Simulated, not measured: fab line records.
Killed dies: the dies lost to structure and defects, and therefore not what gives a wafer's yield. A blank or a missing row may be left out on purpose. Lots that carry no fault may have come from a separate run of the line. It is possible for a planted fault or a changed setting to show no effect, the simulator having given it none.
fab line records	flow nand_harc
[record] lots = 15	wafers = 45	last_day = 33
route steps=1302 shown A_ZERO_WELL@401 A_ONON_D1@425 A_CHANNEL_HOLE_D1@472
lots with no fault: from the same line, run without faults
start_h: start of the lot's first displayed wafer, in hours after the record's first day	wait_h: hours since the lot's step before	" unchanged from the row above	L1.1+2: several wafers, shown together as one row	- no value present, or no start provided	* or withheld: withheld	< > ~ a bound
route shown NAME@n: a module of which the file shows steps, and the number in the route of the first	usual: average and standard deviation across the fault-free wafers	same: alike in all rows	chamber/n: place in a boat	sites: readings site by site	_std_site: standard deviation across them	_edge_site: inner sites' mean taken away from outer sites' mean	radius_mm: how far each site lies from the wafer's centre	mask NAME#n: copy n	behind: the tool/chamber that last shaped the wafer	hold: the reason the lot was held/the length of the hold in hours/how it ended	device: which transistor (n, p or np) failed to switch	end of line: tests run on the same wafers once the route is complete	step lacking rows: just its recipe	killed: not the wafer's yield, but the dies lost to structure and defects at the first sort	map: dies across one wafer; x = killed, . = not, _ = none there
set.NAME: the setting the step ran with; set.NAME@STEP: the setting that earlier step ran with	model.NAME: the simulator's own value behind a step, which no gauge read
steps of the route over a sample of lots; a table a step, a row a wafer
services: when a tool's chamber went out of use (start_h, in hours from the record's first day, below 0 if earlier), for how many hours, and the reason
[[steps]]
[step NHARC_A_ZERO_WELL_CD_MEAS_10]
[recipe] target_cd_nm = 2000	landing_energy_ev = 500
[usual] cd_nm = 1998.8/1.6
lot.wafer	tool	chamber	start_h	wait_h	cd_nm
L871.1	cd_sem-02	0	143.21	-	1997.7
L871.2	"	0	"	"	1996.6
L871.5	"	0	"	"	1995.5
L872.1	cd_sem-01	0	145.02	-	1999.3
L872.4	"	0	"	"	2000.9
L872.6	"	0	"	"	1999.3
L873.2	cd_sem-03	0	158.85	-	1998.4
L873.3	"	0	"	"	1998.6
L873.4	"	0	"	"	1996.1
L874.1	cd_sem-03	0	169.09	-	1998.6
L874.2	"	0	"	"	1998.9
L874.3	"	0	"	"	2000.0
L875.1	cd_sem-02	0	175.59	-	1994.9
L875.2	"	0	"	"	1997.1
L875.6	"	0	"	"	1996.9
L876.2	cd_sem-03	0	191.00	-	1997.8
L876.5	"	0	"	"	1998.5
L876.6	"	0	"	"	1997.6
L877.1	cd_sem-02	0	209.87	-	1997.8
L877.2	"	0	"	"	1999.7
L877.4	"	0	"	"	2000.1
L878.1	cd_sem-03	0	210.62	-	2000.1
L878.3	"	0	"	"	1999.8
L878.5	"	0	"	"	1997.9
L880.1	cd_sem-02	0	236.42	-	1998.4
L880.2	"	0	"	"	2000.2
L880.4	"	0	"	"	1999.6
L882.1	cd_sem-02	0	253.79	-	1998.6
L882.2	"	0	"	"	1999.6
L882.5	"	0	"	"	1997.3
L883.1	cd_sem-03	0	260.09	-	1997.6
L883.2	"	0	"	"	1997.7
L883.5	"	0	"	"	1998.2
L884.2	cd_sem-02	0	263.69	-	2001.2
L884.5	"	0	"	"	1998.7
L884.6	"	0	"	"	2000.0
L891.1	cd_sem-02	0	338.59	-	1997.7
L891.3	"	0	"	"	1997.5
L891.6	"	0	"	"	1998.2
L892.3	cd_sem-03	0	342.56	-	2001.2
L892.4	"	0	"	"	1998.0
L892.5	"	0	"	"	1997.4
L893.1	cd_sem-01	0	352.50	-	2001.9
L893.4	"	0	"	"	1999.5
L893.6	"	0	"	"	2001.2
[step NHARC_A_ZERO_WELL_ETCH_19]
[recipe] target_depth_a = 800	overetch_a = 240	time_s = 87.88	ion_energy_ev = 200	n2_flow_sccm = 150	h2_flow_sccm = 150	ar_flow_sccm = 0	rf_w = 400	bias_w = 150	chemistry = N2/H2
[usual] bias_w = 149.9/0.39	chamber_pressure_mTorr = 30.00/0.03	drypump_motor_current_A = 5.7/0.42	oes_product_au = 0.996/0.011	rf_vpp_V = 431.5/2.6	showerhead_plenum_p_Torr = 2.08/0.086	throttle_valve_pct = 14.170/0.0093
lot.wafer	tool	chamber	start_h	wait_h	bias_w	chamber_pressure_mTorr	drypump_motor_current_A	oes_product_au	rf_hours_counter_h	rf_vpp_V	showerhead_plenum_p_Torr	throttle_valve_pct
L871.2	rie_diel-13	0	143.47	0.1	150.2	30.03	5.7	0.996	4	429.8	2.06	14.162
L871.1	"	1	"	"	149.7	30.02	5.7	0.995	5	428.5	1.98	14.170
L871.5	"	2	"	"	149.4	29.99	5.7	0.985	-	434.1	2.16	14.173
L872.4	rie_diel-13	3	145.26	0.1	149.7	29.95	5.2	0.999	4	436.6	2.19	14.174
L872.1	"	0	"	"	150.6	30.01	5.7	1.009	4	430.2	2.06	14.154
L872.6	"	3	"	"	150.1	29.92	5.2	1.001	-	434.8	2.19	14.141
L873.3	rie_diel-13	1	159.10	0.1	150.1	30.05	5.7	1.001	6	428.8	1.98	14.162
L873.2	"	2	"	"	149.9	30.03	5.7	0.985	6	432.9	2.16	14.171
L873.4	"	1	"	"	150.1	29.95	5.7	0.999	-	430.0	1.98	14.167
L874.3	rie_diel-11	1	169.33	0.1	149.1	30.00	5.3	1.002	13	429.2	2.04	14.186
L874.1	"	3	"	"	149.5	29.99	5.2	0.988	16	434.1	2.15	14.167
L874.2	"	0	"	"	149.9	30.00	6.0	0.989	15	428.3	2.03	14.186
L875.1	rie_diel-11	2	175.84	0.1	149.9	30.02	6.6	1.011	17	426.3	1.92	14.182
L875.2	"	3	"	"	150.3	30.02	5.2	0.997	18	432.8	2.15	14.175
L875.6	"	1	"	"	150.3	29.97	5.3	1.001	-	431.8	2.04	14.163
L876.2	rie_diel-13	3	191.25	0.1	150.1	30.01	5.2	0.996	1	434.8	2.19	14.170
L876.6	"	1	"	"	149.7	30.02	5.7	1.009	-	430.1	1.98	14.177
L876.5	"	2	"	"	149.5	30.03	5.7	0.992	-	433.3	2.16	14.161
L877.2	rie_diel-13	3	210.11	0.1	150.0	29.97	5.2	0.995	1	433.8	2.19	14.168
L877.1	"	0	"	"	150.1	29.99	5.7	0.983	1	431.4	2.06	14.171
L877.4	"	1	"	"	149.6	29.97	5.7	1.012	1	429.2	1.98	14.179
L878.3	rie_diel-11	1	210.88	0.1	149.0	30.05	5.3	0.986	20	430.4	2.03	14.185
L878.1	"	2	"	"	149.6	29.99	6.7	0.993	23	425.5	1.92	14.172
L878.5	"	0	"	"	150.1	29.99	6.0	0.988	-	429.3	2.02	14.160
L880.1	rie_diel-13	3	236.67	0.1	149.5	29.99	5.2	0.986	2	434.8	2.19	14.167
L880.4	"	0	"	"	150.0	29.96	5.7	0.985	2	430.1	2.06	14.173
L880.2	"	1	"	"	150.0	29.99	5.7	1.017	2	430.0	1.98	14.173
L882.1	rie_diel-13	3	254.03	0.1	149.9	29.97	5.2	0.996	3	436.2	2.19	14.169
L882.2	"	1	"	"	149.7	30.01	5.7	1.015	4	428.1	1.98	14.182
L882.5	"	0	"	"	149.4	30.02	5.7	0.986	-	432.9	2.06	14.162
L883.1	rie_diel-13	0	260.34	0.1	149.8	30.01	5.7	0.988	3	431.0	2.06	14.166
L883.2	"	1	"	"	149.8	30.04	5.8	1.001	4	430.0	1.98	14.162
L883.5	"	3	"	"	150.4	30.04	5.2	0.982	-	434.9	2.19	14.174
L884.2	rie_diel-13	0	263.93	0.1	150.0	30.00	5.7	0.998	3	432.1	2.06	14.166
L884.5	"	0	"	"	149.6	29.96	5.7	0.981	-	430.3	2.06	14.186
L884.6	"	1	"	"	150.0	30.00	5.7	1.002	-	428.6	1.98	14.169
L891.1	rie_diel-13	2	338.83	0.1	150.4	29.95	5.7	0.985	5	434.5	2.16	14.175
L891.3	"	3	"	"	149.0	30.05	5.2	0.990	6	434.2	2.19	14.175
L891.6	"	3	"	"	150.2	30.04	5.2	0.989	-	434.8	2.19	14.170
L892.3	rie_diel-11	3	342.80	0.1	150.7	29.98	5.2	0.992	20	431.9	2.13	14.165
L892.4	"	2	"	"	149.8	29.98	6.7	1.021	17	425.7	1.91	14.177
L892.5	"	3	"	"	150.2	30.01	5.2	1.005	-	432.0	2.13	14.172
L893.1	rie_diel-11	2	352.75	0.1	149.9	30.00	6.6	1.016	19	425.7	1.91	14.155
L893.4	"	3	"	"	149.7	29.96	5.2	0.993	21	432.6	2.13	14.176
L893.6	"	1	"	"	149.1	29.98	5.3	1.020	-	430.5	2.02	14.187
[step NHARC_A_ONON_D1_THK_MEAS_02]
[recipe] thk_meas_gauge = ellipsometry
[usual] thk_nm = 1000/12
lot.wafer	tool	chamber	start_h	wait_h	thk_nm
L871.1	film_metro-01	-	168.94	-	1007
L871.2	"	-	"	"	1005
L871.5	"	-	"	"	1006
L872.1	film_metro-02	-	168.94	-	1001
L872.4	"	-	"	"	1000
L872.6	"	-	"	"	1000
L873.2	film_metro-01	-	180.91	-	992
L873.3	"	-	"	"	992
L873.4	"	-	"	"	991
L874.1	film_metro-01	-	191.08	-	992
L874.2	"	-	"	"	992
L874.3	"	-	"	"	992
L875.1	film_metro-01	-	197.89	-	1003
L875.2	"	-	"	"	1005
L875.6	"	-	"	"	1005
L876.2	film_metro-02	-	213.45	-	1007
L876.5	"	-	"	"	1005
L876.6	"	-	"	"	1004
L877.1	film_metro-02	-	231.20	-	1016
L877.2	"	-	"	"	1016
L877.4	"	-	"	"	1014
L878.1	film_metro-01	-	231.21	-	978
L878.3	"	-	"	"	977
L878.5	"	-	"	"	976
L880.1	film_metro-02	-	257.71	-	1006
L880.2	"	-	"	"	1005
L880.4	"	-	"	"	1007
L882.1	film_metro-02	-	276.12	-	1001
L882.2	"	-	"	"	1004
L882.5	"	-	"	"	1003
L883.1	film_metro-02	-	282.37	-	1017
L883.2	"	-	"	"	1019
L883.5	"	-	"	"	1019
L884.2	film_metro-01	-	285.96	-	994
L884.5	"	-	"	"	995
L884.6	"	-	"	"	994
L891.1	film_metro-02	-	361.24	-	988
L891.3	"	-	"	"	988
L891.6	"	-	"	"	988
L892.3	film_metro-02	-	364.98	-	1002
L892.4	"	-	"	"	1001
L892.5	"	-	"	"	1000
L893.1	film_metro-01	-	377.86	-	1005
L893.4	"	-	"	"	1006
L893.6	"	-	"	"	1005
[step NHARC_A_CHANNEL_HOLE_D1_ETCH_20]
[recipe] bias_v = 3000	source_w = withheld	pressure_mtorr = 20	time_s = 361.9	ar_flow_sccm = 375	c4f8_flow_sccm = 89.3	o2_flow_sccm = 35.7	temp_c = -20	target_depth_a = 16000	chemistry = C4F8/O2/Ar
[usual] c4f8_flow_sccm = 89.31/0.25	chamber_pressure_mTorr = 20.000/0.017	drypump_motor_current_A = 5.9/0.31	he_backside_leak_sccm = 6.1/0.82	showerhead_plenum_p_Torr = 3.57/0.13	throttle_valve_pct = 32.155/0.01
lot.wafer	tool	chamber	start_h	wait_h	c4f8_flow_sccm	chamber_pressure_mTorr	drypump_motor_current_A	he_backside_leak_sccm	rf_hours_counter_h	showerhead_plenum_p_Torr	throttle_valve_pct
L872.1	har_etch-02	1	187.04	0.1	89.17	19.959	6.2	6.6	298	3.47	32.159
L872.4	"	0	"	"	89.40	20.002	5.6	7.3	-	3.45	32.151
L872.6	"	0	"	"	89.35	20.004	5.6	7.6	-	3.45	32.147
L871.2	har_etch-01	0	187.67	0.1	89.36	19.998	5.7	5.5	87	3.73	32.162
L871.1	"	1	"	"	89.18	20.007	6.2	5.2	87	3.57	32.167
L871.5	"	0	"	"	89.20	20.011	5.7	5.7	-	3.73	32.166
L873.2	har_etch-01	0	198.31	0.1	89.53	19.987	5.7	5.8	91	3.73	32.166
L873.3	"	0	"	"	89.54	20.003	5.7	5.5	-	3.73	32.157
L873.4	"	1	"	"	89.37	20.008	6.2	5.0	-	3.57	32.151
L874.2	har_etch-01	1	217.14	0.1	89.26	20.019	6.2	5.4	103	3.56	32.152
L874.1	"	0	"	"	89.00	19.994	5.7	5.9	103	3.72	32.142
L874.3	"	0	"	"	89.01	19.997	5.7	5.8	-	3.72	32.170
L875.2	har_etch-02	0	217.68	0.1	89.28	19.968	5.5	7.5	317	3.44	32.142
L875.1	"	1	"	"	88.98	20.005	6.3	6.8	317	3.46	32.167
L875.6	"	1	"	"	89.51	20.012	6.3	6.6	-	3.46	32.157
L876.2	har_etch-01	0	231.07	0.1	89.06	20.010	5.7	6.1	110	3.72	32.169
L876.6	"	0	"	"	88.97	19.980	5.7	6.0	-	3.72	32.162
L876.5	"	1	"	"	88.75	19.979	6.2	5.3	-	3.56	32.158
L878.1	har_etch-02	1	248.23	0.1	88.83	19.996	6.3	6.8	332	3.45	32.161
L878.3	"	1	"	"	88.72	19.998	6.3	6.8	-	3.45	32.164
L878.5	"	1	"	"	89.02	20.026	6.3	6.8	-	3.45	32.171
L877.2	har_etch-01	0	248.59	0.1	89.29	20.026	5.7	6.0	118	3.72	32.143
L877.1	"	1	"	"	89.19	19.983	6.2	5.3	118	3.55	32.144
L877.4	"	1	"	"	89.70	20.017	6.2	5.4	-	3.55	32.151
L880.2	har_etch-01	0	278.56	0.1	89.58	19.990	5.7	5.7	133	3.71	32.131
L880.1	"	1	"	"	89.62	19.995	6.3	5.4	133	3.54	32.144
L880.4	"	1	"	"	89.41	20.006	6.3	5.3	-	3.54	32.153
L882.1	har_etch-01	0	293.50	0.1	-	-	-	-	-	-	-
L882.2	"	1	"	"	-	-	-	-	-	-	-
L882.5	"	1	"	"	-	-	-	-	-	-	-
L883.1	har_etch-01	0	301.25	0.1	-	-	-	-	-	-	-
L883.2	"	1	"	"	-	-	-	-	-	-	-
L883.5	"	1	"	"	-	-	-	-	-	-	-
L884.2	har_etch-02	0	303.23	0.1	-	-	-	-	-	-	-
L884.5	"	0	"	"	-	-	-	-	-	-	-
L884.6	"	1	"	"	-	-	-	-	-	-	-
L891.1	har_etch-01	0	378.62	0.1	88.54	20.030	5.7	6.1	198	3.67	32.161
L891.3	"	1	"	"	89.21	20.019	6.2	5.4	-	3.51	32.169
L891.6	"	0	"	"	89.11	19.976	5.7	6.1	-	3.67	32.159
L892.3	har_etch-01	0	392.43	0.2	89.50	20.005	5.7	6.1	-	3.67	32.155
L892.4	"	1	"	"	89.16	19.990	6.2	5.7	-	3.50	32.169
L892.5	"	1	"	"	89.22	19.957	6.2	5.8	-	3.50	32.159
L893.1	har_etch-02	0	397.73	0.1	89.51	20.024	5.5	4.3	0	3.93	32.142
L893.4	"	0	"	"	89.34	20.010	5.5	4.6	-	3.93	32.165
L893.6	"	1	"	"	89.25	19.985	6.3	5.4	-	3.93	32.156
[step NHARC_A_CHANNEL_HOLE_D1_CD_MEAS_30]
[usual] cd_nm = 89.7/1.3
lot.wafer	tool	chamber	start_h	wait_h	cd_nm
L872.1	cd_sem-02	-	192.49	-	90.4
L872.4	"	-	"	"	89.1
L872.6	"	-	"	"	89.4
L871.1	cd_sem-02	-	193.12	-	88.2
L871.2	"	-	"	"	92.1
L871.5	"	-	"	"	90.8
L873.2	cd_sem-03	-	203.73	-	91.2
L873.3	"	-	"	"	87.6
L873.4	"	-	"	"	90.1
L874.1	cd_sem-03	-	222.79	0.1	90.1
L874.2	"	-	"	"	87.9
L874.3	"	-	"	"	89.3
L875.1	cd_sem-02	-	223.40	-	89.5
L875.2	"	-	"	"	88.1
L875.6	"	-	"	"	90.7
L876.2	cd_sem-03	-	236.47	-	87.9
L876.5	"	-	"	"	86.4
L876.6	"	-	"	"	89.6
L878.1	cd_sem-03	-	253.59	-	89.4
L878.3	"	-	"	"	88.1
L878.5	"	-	"	"	88.6
L877.1	cd_sem-02	-	254.01	-	88.1
L877.2	"	-	"	"	89.4
L877.4	"	-	"	"	89.8
L880.1	cd_sem-01	-	284.15	-	89.1
L880.2	"	-	"	"	89.8
L880.4	"	-	"	"	87.3
L882.1	cd_sem-02	-	298.91	-	1.2
L882.2	"	-	"	"	1.2
L882.5	"	-	"	"	2.2
L883.1	cd_sem-02	-	306.66	-	-0.8
L883.2	"	-	"	"	1.5
L883.5	"	-	"	"	-0.6
L884.2	cd_sem-02	-	308.66	0.1	1.2
L884.5	"	-	"	"	0.2
L884.6	"	-	"	"	1.5
L891.1	cd_sem-01	-	384.04	-	90.7
L891.3	"	-	"	"	91.1
L891.6	"	-	"	"	89.5
L892.3	cd_sem-03	-	397.75	-	89.4
L892.4	"	-	"	"	90.7
L892.5	"	-	"	"	90.6
L893.1	cd_sem-02	-	403.15	-	88.1
L893.4	"	-	"	"	89.0
L893.6	"	-	"	"	89.0
[step NHARC_A_CHANNEL_HOLE_D1_XSEM_31]
[recipe] landing_energy_ev = 35000
[usual] bot_cd_nm = 74.3/1.5	bow_nm = 8.51/0.29	tilt_deg = 0.069/0.03
lot.wafer	tool	chamber	start_h	wait_h	bot_cd_nm	bow_nm	tilt_deg
L872.1	xsem-02	0	192.58	0.1	74.8	9.00	0.104
L872.4	"	0	"	"	73.6	9.02	0.103
L872.6	"	0	"	"	74.0	9.05	0.102
L871.1	xsem-01	0	193.21	0.1	73.0	8.81	0.066
L871.2	"	0	"	"	76.0	8.81	0.065
L871.5	"	0	"	"	75.0	8.73	0.068
L873.2	xsem-02	0	203.82	0.1	75.8	8.12	0.046
L873.3	"	0	"	"	72.8	8.11	0.045
L873.4	"	0	"	"	74.4	8.21	0.046
L874.1	xsem-01	0	222.88	0.1	74.2	8.07	0.054
L874.2	"	0	"	"	72.0	8.06	0.054
L874.3	"	0	"	"	72.5	8.04	0.052
L875.1	xsem-02	0	223.49	0.1	73.4	8.47	0.114
L875.2	"	0	"	"	71.4	8.37	0.114
L875.6	"	0	"	"	75.0	8.41	0.114
L876.2	xsem-01	0	236.56	0.1	73.7	8.22	0.095
L876.5	"	0	"	"	72.2	8.19	0.097
L876.6	"	0	"	"	75.4	8.22	0.097
L878.1	xsem-02	0	253.68	0.1	74.2	8.41	0.113
L878.3	"	0	"	"	73.6	8.35	0.111
L878.5	"	0	"	"	73.0	8.37	0.112
L877.1	xsem-01	0	254.10	0.1	73.1	8.63	0.063
L877.2	"	0	"	"	74.1	8.60	0.061
L877.4	"	0	"	"	74.7	8.52	0.061
L880.1	xsem-01	0	284.23	0.1	72.5	8.29	0.051
L880.2	"	0	"	"	73.9	8.44	0.050
L880.4	"	0	"	"	71.9	8.33	0.050
L882.1	xsem-02	0	299.00	0.1	1.4	0.46	0.053
L882.2	"	0	"	"	1.3	0.45	0.053
L882.5	"	0	"	"	2.2	0.45	0.054
L883.1	xsem-01	0	306.74	0.1	0.0	0.01	0.059
L883.2	"	0	"	"	2.1	0.01	0.062
L883.5	"	0	"	"	0.0	0.01	0.063
L884.2	xsem-02	0	308.76	0.1	2.0	0.97	0.047
L884.5	"	0	"	"	1.5	0.97	0.048
L884.6	"	0	"	"	2.4	0.97	0.046
L891.1	xsem-02	0	384.13	0.1	76.0	8.58	0.021
L891.3	"	0	"	"	76.5	8.52	0.020
L891.6	"	0	"	"	74.3	8.61	0.021
L892.3	xsem-02	0	397.85	0.1	73.0	8.33	0.075
L892.4	"	0	"	"	75.4	8.19	0.075
L892.5	"	0	"	"	75.1	8.31	0.074
L893.1	xsem-02	0	403.24	0.1	72.1	8.08	0.029
L893.4	"	0	"	"	73.3	8.06	0.029
L893.6	"	0	"	"	73.5	8.06	0.029
[[services]]
tool	chamber	start_h	hours	kind
rie_diel-13	0	119.57	-	clean
rie_diel-13	1	119.57	-	clean
rie_diel-13	2	119.57	-	clean
rie_diel-13	3	119.57	-	clean
rie_diel-13	-	143.56	1.5	repair
rie_diel-13	3	149.60	10.5	repair
rie_diel-13	2	160.77	10.4	repair
rie_diel-11	1	164.12	3.9	repair
rie_diel-13	-	165.07	9.0	pm
rie_diel-13	2	241.58	6.1	repair
rie_diel-13	0	247.66	2.4	repair
rie_diel-11	-	255.54	9.0	pm
rie_diel-13	2	269.73	16.6	repair
rie_diel-13	0	273.06	3.4	repair
rie_diel-11	1	281.24	6.8	repair
rie_diel-13	-	306.01	0.5	repair
rie_diel-11	2	315.90	6.3	repair
rie_diel-13	0	332.61	2.5	repair
rie_diel-13	-	333.16	4.7	repair
rie_diel-13	-	342.07	9.0	pm
rie_diel-11	3	347.65	4.0	repair
xsem-01	-	374.00	14.0	pm
har_etch-02	-	380.62	17.0	pm
rie_diel-11	-	385.71	0.5	repair
[[key]]
[first_sign] step = NHARC_A_CHANNEL_HOLE_D1_ETCH_20	reading = tool_record	direction = missing
[effect] step = NHARC_A_CHANNEL_HOLE_D1_CD_MEAS_30	reading = cd_nm	direction = down	sigmas = 70	usual = 89.7	struck = 0.8
[effect] step = NHARC_A_CHANNEL_HOLE_D1_XSEM_31	reading = bot_cd_nm	direction = down	sigmas = 50	usual = 74.3	struck = 1.4
met_at NHARC_A_CHANNEL_HOLE_D1_ETCH_20
struck_lots L882,L883,L884
later_rows_left_out L882.1,L882.2,L882.5,L883.1,L883.2,L883.5,L884.2,L884.5,L884.6
sort_left_out L882.1,L882.2,L882.5,L883.1,L883.2,L883.5,L884.2,L884.5,L884.6
tester_left_out L882,L883,L884
not_acting_at NHARC_A_ZERO_WELL_CD_MEAS_10,NHARC_A_ZERO_WELL_ETCH_19,NHARC_A_ONON_D1_THK_MEAS_02
onset_between 278.56 293.50
[fault] kind = skipped_step_whole	tool = har_etch-01,har_etch-02	chamber = -	onset_h = 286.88	steps = NHARC_A_CHANNEL_HOLE_D1_ETCH_20	scope = struck_lots_only
// tester_left_out: of these lots the tester's yield and bins aren't shown, on N5 and GAA mostly nor the transistor test; their killed dies are dies lost to structure and defects alone, not to doping, threshold or leakage, so they don't give the yield
// sort_left_out: the simulated sort isn't trusted on such a fault, so these wafers' sort isn't shown, and their yield isn't known
// later_rows_left_out: the simulator's readings of these wafers behind a module that went badly wrong aren't trusted and aren't shown, but for the sort
